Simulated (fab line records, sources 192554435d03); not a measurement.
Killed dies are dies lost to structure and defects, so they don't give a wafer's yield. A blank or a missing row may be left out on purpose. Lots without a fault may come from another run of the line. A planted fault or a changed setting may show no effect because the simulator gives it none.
Chamber matching | flow n5_finfet | N5_BEOL_M0_SAQP_STRIP_75 on rie_diel-03: 4 sister chambers
The step strips in CF4. 8 wafers are shown with their chamber, then 7 later ones without.

WAFERS WITH THEIR CHAMBER
wafer  | chamber | drypump_motor_current_A (A) | throttle_valve_pct (%)
L074.6 | 2       | 5.3                         | 13.83
L078.1 | 2       | 5.3                         | 13.86
L078.2 | 1       | 5.9                         | 14.02
L081.2 | 1       | 5.9                         | 14.04
L081.3 | 3       | 5.5                         | 13.95
L081.5 | 0       | 5.5                         | 13.63
L083.2 | 3       | 5.5                         | 13.98
L083.3 | 0       | 5.4                         | 13.66

WAFERS WITHOUT THEIR CHAMBER
wafer  | drypump_motor_current_A (A) | throttle_valve_pct (%)
L083.5 | 5.4                         | 13.67
L084.1 | 5.4                         | 13.86
L084.4 | 5.4                         | 13.66
L084.6 | 5.5                         | 13.99
L086.2 | 5.4                         | 13.89
L086.3 | 5.4                         | 13.98
L086.4 | 5.4                         | 13.67

WHICH CHAMBER EACH WENT THROUGH
wafer  | from the rows above     | in truth
L083.5 | 0                       | 0
L084.1 | 2                       | 2
L084.4 | 0                       | 0
L084.6 | 3                       | 3
L086.2 | can't be placed: 2 or 3 | 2
L086.3 | 3                       | 3
L086.4 | 0                       | 0
Placed correctly: 6 of 7. Can't be placed from these rows: 1 (the true chamber is among the candidates in 1). Placed wrongly: 0.
How it was worked out, from the rows above alone: a wafer's distance from a chamber is the root of the sum, over the readings, of the square of ((its reading less the chamber's mean) divided by the reading's scatter). The wafer belongs to the nearest chamber; if the next one is less than 2 further off, it can't be placed. A chamber's mean is the mean of its shown wafers. The scatter: the root of (the sum of the squares of (reading less its chamber's mean) over the shown wafers, divided by (wafers less chambers)).
